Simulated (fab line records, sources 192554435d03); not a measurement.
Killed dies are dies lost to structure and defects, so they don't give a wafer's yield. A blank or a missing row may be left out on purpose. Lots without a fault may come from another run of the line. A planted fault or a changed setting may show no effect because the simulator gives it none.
fab line records | flow n5_finfet
record lots=24 wafers=72 last_day=17
route steps=1938 shown BEOL_M2@855
lots that met no fault: from a run of the same line without faults
start_h: hours from the record's first day to the start of the lot's first wafer shown | wait_h: hours since the lot's step before | " the same as in the row above | L1.1+2: a row that stands for several wafers | - no value, or no start given | * or withheld: withheld | < > ~ a bound
route shown NAME@n: a module of which the file shows steps, and the number in the route of the first | usual: mean/standard deviation of fault-free wafers | same: alike in all rows | chamber/n: place in a boat | sites: the reading at each site | _std_site: their standard deviation | _edge_site: outer sites' mean less inner sites' | radius_mm: how far each site lies from the wafer's centre | mask NAME#n: copy n | behind: the tool/chamber that last shaped the wafer | hold: why the lot was held/for how many hours/how that ended | device: the transistor (n, p or np) that didn't switch | end of line: the same wafers' tests at the end of the route | a step without rows: its recipe alone | killed: dies lost to structure and defects at the first sort, not the wafer's yield | map: a wafer's dies, x killed, . not, _ none there
set.NAME: the setting as run; set.NAME@STEP: as run at that earlier step | model.NAME: the simulator's own value behind a step, which no gauge read
steps of the route over a sample of lots; a table a step, a row a wafer
## steps
# step N5_BEOL_M2_OVL_MEAS_12
# recipe points_per_wafer=522
# usual M2_OVL=-0.4/0.71
# columns lot.wafer tool chamber start_h wait_h M2_OVL[nm]
L075.2 overlay-02 0 140.50 0.0 -0.1
L075.5 " 0 " " -1.3
L075.6 " 0 " " -1.2
L076.3 overlay-01 0 148.71 0.0 0.4
L076.4 " 0 " " -2.3
L076.6 " 0 " " -0.6
L077.2 overlay-01 0 152.27 0.0 0.5
L077.4 " 0 " " 0.1
L077.6 " 0 " " 0.5
L074.1 overlay-02 0 162.61 0.0 -0.2
L074.3 " 0 " " 0.7
L074.5 " 0 " " 0.7
L079.1 overlay-01 0 163.85 0.0 -0.2
L079.3 " 0 " " -0.2
L079.5 " 0 " " -0.1
L078.4 overlay-02 0 164.46 0.0 0.4
L078.5 " 0 " " 0.5
L078.6 " 0 " " -0.7
L080.2 overlay-01 0 165.67 0.0 0.0
L080.3 " 0 " " 0.2
L080.6 " 0 " " -0.6
L081.1 overlay-01 0 171.48 0.0 0.4
L081.4 " 0 " " -1.4
L081.5 " 0 " " -0.5
L082.2 overlay-02 0 182.11 0.0 -0.1
L082.4 " 0 " " -0.2
L082.5 " 0 " " -0.3
L083.1 overlay-02 0 193.86 0.0 0.3
L083.3 " 0 " " 0.6
L083.4 " 0 " " -1.2
L084.1 overlay-02 0 201.81 0.0 0.7
L084.2 " 0 " " 0.1
L084.4 " 0 " " 0.6
L085.2 overlay-01 0 203.95 0.0 -0.7
L085.3 " 0 " " 0.1
L085.6 " 0 " " 0.5
L086.2 overlay-01 0 215.28 0.0 -1.0
L086.4 " 0 " " -1.1
L086.5 " 0 " " -1.6
L087.1 overlay-01 0 220.61 0.0 0.8
L087.5 " 0 " " 0.4
L087.6 " 0 " " 1.0
L088.4 overlay-02 0 223.11 0.0 -1.4
L088.5 " 0 " " 0.2
L088.6 " 0 " " -1.3
L089.2 overlay-02 0 223.40 0.0 -1.2
L089.5 " 0 " " -1.3
L089.6 " 0 " " -1.2
L090.2 overlay-02 0 227.97 0.0 -1.7
L090.3 " 0 " " -0.6
L090.5 " 0 " " -0.5
L091.2 overlay-01 0 233.46 0.0 -1.5
L091.5 " 0 " " -0.8
L091.6 " 0 " " -0.9
L092.2 overlay-01 0 241.60 0.0 0.0
L092.4 " 0 " " 0.4
L092.5 " 0 " " -0.1
L093.2 overlay-02 0 246.12 0.0 -1.2
L093.3 " 0 " " -0.8
L093.6 " 0 " " -0.6
L094.2 overlay-02 0 250.06 0.0 -0.2
L094.3 " 0 " " -0.3
L094.5 " 0 " " 0.0
L096.1 overlay-01 0 262.63 0.0 -0.1
L096.4 " 0 " " -0.1
L096.6 " 0 " " -0.9
L095.2 overlay-01 0 265.55 0.0 0.1
L095.4 " 0 " " 1.5
L095.5 " 0 " " -0.1
L097.3 overlay-02 0 269.52 0.0 -1.4
L097.4 " 0 " " -0.6
L097.6 " 0 " " -0.2
# step N5_BEOL_M2_PRE_CLEAN_45
# recipe gas=H2/He time_s=30 temp_c=250
# usual heater_power_w=327/32
# same time_s=30
# columns lot.wafer tool chamber start_h wait_h heater_power_w
L075.2 pvd_sputter-01 - 145.05 0.0 339
L075.5 " - " " 337
L075.6 " - " " 274
L076.3 pvd_sputter-02 - 151.70 0.0 368
L076.4 " - " " 305
L076.6 " - " " 366
L077.2 pvd_sputter-02 - 156.19 0.0 364
L077.4 " - " " 340
L077.6 " - " " 320
L074.1 pvd_sputter-02 - 165.19 0.0 350
L074.3 " - " " 315
L074.5 " - " " 305
L079.1 pvd_sputter-01 - 170.48 0.0 272
L079.3 " - " " 357
L079.5 " - " " 336
L078.4 pvd_sputter-01 - 170.66 0.0 273
L078.5 " - " " 354
L078.6 " - " " 342
L080.2 pvd_sputter-01 - 174.10 0.0 366
L080.3 " - " " 336
L080.6 " - " " 351
L081.1 pvd_sputter-03 - 181.77 0.0 352
L081.4 " - " " 332
L081.5 " - " " 366
L082.2 pvd_sputter-03 - 185.94 0.0 264
L082.4 " - " " 340
L082.5 " - " " 356
L083.1 pvd_sputter-03 - 198.74 0.0 334
L083.3 " - " " 270
L083.4 " - " " 336
L084.1 pvd_sputter-02 - 204.24 0.0 303
L084.2 " - " " 308
L084.4 " - " " 343
L085.2 pvd_sputter-01 - 210.40 0.0 340
L085.3 " - " " 338
L085.6 " - " " 335
L086.2 pvd_sputter-03 - 220.73 0.0 264
L086.4 " - " " 339
L086.5 " - " " 262
L087.1 pvd_sputter-01 - 223.90 0.0 351
L087.5 " - " " 338
L087.6 " - " " 351
L088.4 pvd_sputter-03 - 229.78 0.0 354
L088.5 " - " " 338
L088.6 " - " " 355
L089.2 pvd_sputter-01 - 235.04 0.0 360
L089.5 " - " " 272
L089.6 " - " " 351
L090.2 pvd_sputter-01 - 241.83 0.0 352
L090.3 " - " " 337
L090.5 " - " " 343
L091.2 pvd_sputter-03 - 245.00 0.0 340
L091.5 " - " " 336
L091.6 " - " " 336
L092.2 pvd_sputter-03 - 250.53 0.0 268
L092.4 " - " " 339
L092.5 " - " " 265
L093.2 pvd_sputter-03 - 254.23 0.0 331
L093.3 " - " " 338
L093.6 " - " " 269
L094.2 pvd_sputter-01 - 261.90 0.0 334
L094.3 " - " " 267
L094.5 " - " " 358
L095.2 pvd_sputter-02 - 273.75 0.0 354
L095.4 " - " " 334
L095.5 " - " " 311
L096.1 pvd_sputter-03 - 273.86 0.0 361
L096.4 " - " " 343
L096.6 " - " " 339
L097.3 pvd_sputter-01 - 278.49 0.0 271
L097.4 " - " " 342
L097.6 " - " " 347
# step N5_BEOL_M2_ANNEAL_80
# recipe temp_c=400 time_s=240 ambient=vacuum
# usual heater_power_w=817/78
# same time_s=240
# columns lot.wafer tool chamber start_h wait_h heater_power_w
L075.2 pvd_sputter-01 - 146.29 0.0 844
L075.5 " - " " 674
L075.6 " - " " 853
L076.3 pvd_sputter-02 - 154.45 0.0 766
L076.4 " - " " 864
L076.6 " - " " 778
L077.2 pvd_sputter-02 - 157.17 0.0 854
L077.4 " - " " 755
L077.6 " - " " 742
L074.1 pvd_sputter-02 - 166.31 0.0 824
L074.3 " - " " 757
L074.5 " - " " 851
L079.1 pvd_sputter-02 - 171.47 0.0 774
L079.3 " - " " 904
L079.5 " - " " 756
L078.4 pvd_sputter-01 - 171.68 0.0 686
L078.5 " - " " 830
L078.6 " - " " 667
L080.2 pvd_sputter-03 - 175.29 0.0 894
L080.3 " - " " 849
L080.6 " - " " 880
L081.1 pvd_sputter-02 - 182.80 0.0 906
L081.4 " - " " 832
L081.5 " - " " 838
L082.2 pvd_sputter-01 - 190.87 0.0 866
L082.4 " - " " 827
L082.5 " - " " 835
L083.1 pvd_sputter-01 - 199.67 0.0 660
L083.3 " - " " 870
L083.4 " - " " 854
L084.1 pvd_sputter-03 - 205.12 0.0 658
L084.2 " - " " 840
L084.4 " - " " 854
L085.2 pvd_sputter-01 - 211.37 0.0 672
L085.3 " - " " 852
L085.6 " - " " 845
L086.2 pvd_sputter-03 - 221.87 0.0 881
L086.4 " - " " 808
L086.5 " - " " 868
L087.1 pvd_sputter-03 - 224.83 0.0 835
L087.5 " - " " 852
L087.6 " - " " 885
L088.4 pvd_sputter-01 - 230.84 0.0 682
L088.5 " - " " 891
L088.6 " - " " 840
L089.2 pvd_sputter-03 - 236.98 0.0 856
L089.5 " - " " 850
L089.6 " - " " 833
L090.2 pvd_sputter-01 - 243.17 0.0 846
L090.3 " - " " 832
L090.5 " - " " 878
L091.2 pvd_sputter-02 - 245.84 0.0 779
L091.5 " - " " 786
L091.6 " - " " 838
L092.2 pvd_sputter-03 - 251.79 0.0 655
L092.4 " - " " 909
L092.5 " - " " 665
L093.2 pvd_sputter-03 - 256.70 0.0 876
L093.3 " - " " 657
L093.6 " - " " 839
L094.2 pvd_sputter-01 - 263.08 0.0 885
L094.3 " - " " 660
L094.5 " - " " 824
L095.2 pvd_sputter-01 - 274.87 0.0 848
L095.4 " - " " 871
L095.5 " - " " 851
L096.1 pvd_sputter-02 - 275.04 0.0 858
L096.4 " - " " 805
L096.6 " - " " 897
L097.3 pvd_sputter-02 - 279.45 0.0 759
L097.4 " - " " 912
L097.6 " - " " 907
# step N5_BEOL_M2_SPUTTER_81
# recipe material=Cu target_thk_a=45 temp_c=-20 chamber_pressure_pa=0.07 power_w=withheld time_s=8.29
# usual throttle_valve_pct=29.6/0.85
# same time_s=8.29
# columns lot.wafer tool chamber start_h wait_h throttle_valve_pct
L075.2 pvd_sputter-01 - 146.43 0.1 27.6
L075.5 " - " " 29.7
L075.6 " - " " 29.3
L076.3 pvd_sputter-02 - 154.59 0.1 28.9
L076.4 " - " " 29.5
L076.6 " - " " 28.9
L077.2 pvd_sputter-02 - 157.31 0.1 29.5
L077.4 " - " " 28.8
L077.6 " - " " 31.3
L074.1 pvd_sputter-02 - 166.45 0.1 29.5
L074.3 " - " " 30.9
L074.5 " - " " 29.5
L079.1 pvd_sputter-02 - 171.61 0.1 28.9
L079.3 " - " " 30.6
L079.5 " - " " 30.9
L078.4 pvd_sputter-01 - 171.82 0.1 29.7
L078.5 " - " " 27.4
L078.6 " - " " 29.9
L080.2 pvd_sputter-03 - 175.43 0.1 30.3
L080.3 " - " " 29.6
L080.6 " - " " 30.5
L081.1 pvd_sputter-02 - 182.94 0.1 30.5
L081.4 " - " " 29.6
L081.5 " - " " 29.3
L082.2 pvd_sputter-01 - 191.01 0.1 27.5
L082.4 " - " " 29.7
L082.5 " - " " 29.4
L083.1 pvd_sputter-01 - 199.81 0.1 29.5
L083.3 " - " " 29.6
L083.4 " - " " 27.6
L084.1 pvd_sputter-03 - 205.26 0.1 29.1
L084.2 " - " " 30.5
L084.4 " - " " 29.6
L085.2 pvd_sputter-01 - 211.51 0.1 29.6
L085.3 " - " " 27.5
L085.6 " - " " 29.3
L086.2 pvd_sputter-03 - 222.01 0.1 30.4
L086.4 " - " " 30.1
L086.5 " - " " 30.6
L087.1 pvd_sputter-03 - 224.97 0.1 29.7
L087.5 " - " " 29.8
L087.6 " - " " 30.6
L088.4 pvd_sputter-01 - 230.98 0.1 29.7
L088.5 " - " " 29.6
L088.6 " - " " 29.0
L089.2 pvd_sputter-03 - 237.12 0.1 30.1
L089.5 " - " " 30.5
L089.6 " - " " 29.7
L090.2 pvd_sputter-01 - 243.31 0.1 27.7
L090.3 " - " " 29.6
L090.5 " - " " 29.5
L091.2 pvd_sputter-02 - 245.98 0.1 28.9
L091.5 " - " " 29.2
L091.6 " - " " 29.3
L092.2 pvd_sputter-03 - 251.93 0.1 29.1
L092.4 " - " " 30.4
L092.5 " - " " 29.0
L093.2 pvd_sputter-03 - 256.84 0.1 30.5
L093.3 " - " " 28.8
L093.6 " - " " 30.4
L094.2 pvd_sputter-01 - 263.22 0.1 29.7
L094.3 " - " " 29.8
L094.5 " - " " 27.7
L095.2 pvd_sputter-01 - 275.01 0.1 27.5
L095.4 " - " " 29.7
L095.5 " - " " 27.6
L096.1 pvd_sputter-02 - 275.18 0.1 29.4
L096.4 " - " " 29.0
L096.6 " - " " 30.5
L097.3 pvd_sputter-02 - 279.59 0.1 30.6
L097.4 " - " " 30.4
L097.6 " - " " 30.6
# step N5_BEOL_M2_ANNEAL_87
# recipe temp_c=400 time_s=240 ambient=vacuum
# usual heater_power_w=815/78
# same time_s=240
# columns lot.wafer tool chamber start_h wait_h heater_power_w
L075.2 pvd_sputter-01 - 146.73 0.0 848
L075.5 " - " " 673
L075.6 " - " " 824
L076.3 pvd_sputter-02 - 154.89 0.0 799
L076.4 " - " " 864
L076.6 " - " " 782
L077.2 pvd_sputter-02 - 157.61 0.0 822
L077.4 " - " " 794
L077.6 " - " " 756
L074.1 pvd_sputter-02 - 166.75 0.0 836
L074.3 " - " " 759
L074.5 " - " " 872
L079.1 pvd_sputter-02 - 171.91 0.0 809
L079.3 " - " " 878
L079.5 " - " " 771
L078.4 pvd_sputter-01 - 172.12 0.0 671
L078.5 " - " " 844
L078.6 " - " " 686
L080.2 pvd_sputter-03 - 175.73 0.0 890
L080.3 " - " " 812
L080.6 " - " " 906
L081.1 pvd_sputter-02 - 183.24 0.0 921
L081.4 " - " " 839
L081.5 " - " " 854
L082.2 pvd_sputter-01 - 191.31 0.0 864
L082.4 " - " " 823
L082.5 " - " " 842
L083.1 pvd_sputter-01 - 200.11 0.0 670
L083.3 " - " " 881
L083.4 " - " " 841
L084.1 pvd_sputter-03 - 205.56 0.0 661
L084.2 " - " " 852
L084.4 " - " " 855
L085.2 pvd_sputter-01 - 211.81 0.0 659
L085.3 " - " " 843
L085.6 " - " " 823
L086.2 pvd_sputter-03 - 222.31 0.0 897
L086.4 " - " " 822
L086.5 " - " " 888
L087.1 pvd_sputter-03 - 225.27 0.0 824
L087.5 " - " " 834
L087.6 " - " " 901
L088.4 pvd_sputter-01 - 231.28 0.0 666
L088.5 " - " " 894
L088.6 " - " " 831
L089.2 pvd_sputter-03 - 237.42 0.0 810
L089.5 " - " " 838
L089.6 " - " " 844
L090.2 pvd_sputter-01 - 243.61 0.0 840
L090.3 " - " " 828
L090.5 " - " " 890
L091.2 pvd_sputter-02 - 246.28 0.0 773
L091.5 " - " " 753
L091.6 " - " " 845
L092.2 pvd_sputter-03 - 252.23 0.0 659
L092.4 " - " " 886
L092.5 " - " " 656
L093.2 pvd_sputter-03 - 257.14 0.0 896
L093.3 " - " " 647
L093.6 " - " " 823
L094.2 pvd_sputter-01 - 263.52 0.0 893
L094.3 " - " " 652
L094.5 " - " " 835
L095.2 pvd_sputter-01 - 275.31 0.0 857
L095.4 " - " " 896
L095.5 " - " " 847
L096.1 pvd_sputter-02 - 275.48 0.0 846
L096.4 " - " " 766
L096.6 " - " " 915
L097.3 pvd_sputter-02 - 279.89 0.0 769
L097.4 " - " " 924
L097.6 " - " " 901
# step N5_BEOL_M2_SPUTTER_92
# recipe material=Cu target_thk_a=45 temp_c=-20 chamber_pressure_pa=0.07 power_w=withheld time_s=8.29
# usual throttle_valve_pct=29.6/0.87
# same time_s=8.29
# columns lot.wafer tool chamber start_h wait_h throttle_valve_pct
L075.2 pvd_sputter-01 - 147.31 0.1 27.4
L075.5 " - " " 29.8
L075.6 " - " " 29.0
L076.3 pvd_sputter-02 - 155.47 0.1 29.0
L076.4 " - " " 29.6
L076.6 " - " " 29.1
L077.2 pvd_sputter-02 - 158.19 0.1 29.5
L077.4 " - " " 29.0
L077.6 " - " " 30.8
L074.1 pvd_sputter-02 - 167.33 0.1 29.5
L074.3 " - " " 30.8
L074.5 " - " " 29.4
L079.1 pvd_sputter-02 - 172.49 0.1 29.1
L079.3 " - " " 30.4
L079.5 " - " " 30.8
L078.4 pvd_sputter-01 - 172.70 0.1 29.9
L078.5 " - " " 27.4
L078.6 " - " " 29.6
L080.2 pvd_sputter-03 - 176.31 0.1 30.7
L080.3 " - " " 29.5
L080.6 " - " " 30.5
L081.1 pvd_sputter-02 - 183.82 0.1 30.6
L081.4 " - " " 29.4
L081.5 " - " " 29.4
L082.2 pvd_sputter-01 - 191.89 0.1 27.3
L082.4 " - " " 29.2
L082.5 " - " " 29.4
L083.1 pvd_sputter-01 - 200.69 0.1 29.9
L083.3 " - " " 29.7
L083.4 " - " " 27.4
L084.1 pvd_sputter-03 - 206.14 0.1 28.9
L084.2 " - " " 30.0
L084.4 " - " " 29.9
L085.2 pvd_sputter-01 - 212.39 0.1 30.0
L085.3 " - " " 27.7
L085.6 " - " " 29.4
L086.2 pvd_sputter-03 - 222.89 0.1 30.7
L086.4 " - " " 30.2
L086.5 " - " " 30.4
L087.1 pvd_sputter-03 - 225.85 0.1 29.6
L087.5 " - " " 29.8
L087.6 " - " " 30.5
L088.4 pvd_sputter-01 - 231.86 0.1 29.6
L088.5 " - " " 29.6
L088.6 " - " " 29.3
L089.2 pvd_sputter-03 - 238.00 0.1 30.0
L089.5 " - " " 30.5
L089.6 " - " " 29.9
L090.2 pvd_sputter-01 - 244.19 0.1 27.4
L090.3 " - " " 29.5
L090.5 " - " " 29.9
L091.2 pvd_sputter-02 - 246.86 0.1 29.1
L091.5 " - " " 29.1
L091.6 " - " " 29.5
L092.2 pvd_sputter-03 - 252.81 0.1 29.2
L092.4 " - " " 30.5
L092.5 " - " " 28.9
L093.2 pvd_sputter-03 - 257.72 0.1 30.5
L093.3 " - " " 29.0
L093.6 " - " " 30.3
L094.2 pvd_sputter-01 - 264.10 0.1 29.7
L094.3 " - " " 30.0
L094.5 " - " " 27.6
L095.2 pvd_sputter-01 - 275.89 0.1 27.7
L095.4 " - " " 29.9
L095.5 " - " " 27.5
L096.1 pvd_sputter-02 - 276.06 0.1 29.5
L096.4 " - " " 28.7
L096.6 " - " " 30.3
L097.3 pvd_sputter-02 - 280.47 0.1 30.4
L097.4 " - " " 30.5
L097.6 " - " " 30.5
## key
fault none
